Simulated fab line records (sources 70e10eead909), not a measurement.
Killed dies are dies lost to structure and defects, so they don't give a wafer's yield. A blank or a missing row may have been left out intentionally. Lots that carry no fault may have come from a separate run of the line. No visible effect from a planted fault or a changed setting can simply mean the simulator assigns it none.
Chamber matching | flow nandHarc | 3 sister chambers for NHARC_A_STAIRCASE_DEP_156 on pecvd-01
The step deposits SiNx, target thk 50 nm. 6 wafers are shown with their chamber, then 7 later ones without.

## WAFERS PAIRED WITH THEIR CHAMBERS
wafer  | chamber | heaterPowerW (W) | heaterPowerOuterW (W)
L077.5 | 1       | 784              | 469
L084.1 | 2       | 798              | 474
L084.4 | 2       | 803              | 483
L084.5 | 1       | 742              | 426
L092.2 | 0       | 635              | 415
L092.4 | 0       | 633              | 417

## WAFERS WITHOUT THEIR CHAMBER
wafer  | heaterPowerW (W) | heaterPowerOuterW (W)
L092.6 | 930              | 547
L096.1 | 910              | 526
L096.5 | 878              | 498
L096.6 | 662              | 418
L097.1 | 913              | 552
L097.2 | 889              | 525
L097.6 | 887              | 510

## THE CHAMBER EACH PASSED THROUGH
wafer  | from the rows above | in truth
L092.6 | 2                   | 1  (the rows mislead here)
L096.1 | 2                   | 2
L096.5 | 2                   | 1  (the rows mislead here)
L096.6 | 0                   | 0
L097.1 | 2                   | 2
L097.2 | 2                   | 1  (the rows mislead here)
L097.6 | 2                   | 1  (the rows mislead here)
3 of 7 placed correctly. Not placeable from these rows: 0. Number placed wrongly: 4.
How it was worked out, from the rows above alone: a wafer's distance from a chamber is the root of the sum, over the readings, of the square of ((its reading less the chamber's mean) divided by the reading's scatter). The wafer belongs to the nearest chamber; if the next one is less than 2 further off, it can't be placed. A chamber's mean is the mean of its shown wafers. The scatter: take each reading less its chamber's mean, square it, sum over the shown wafers, divide by the number of wafers less the number of chambers, and take the root.
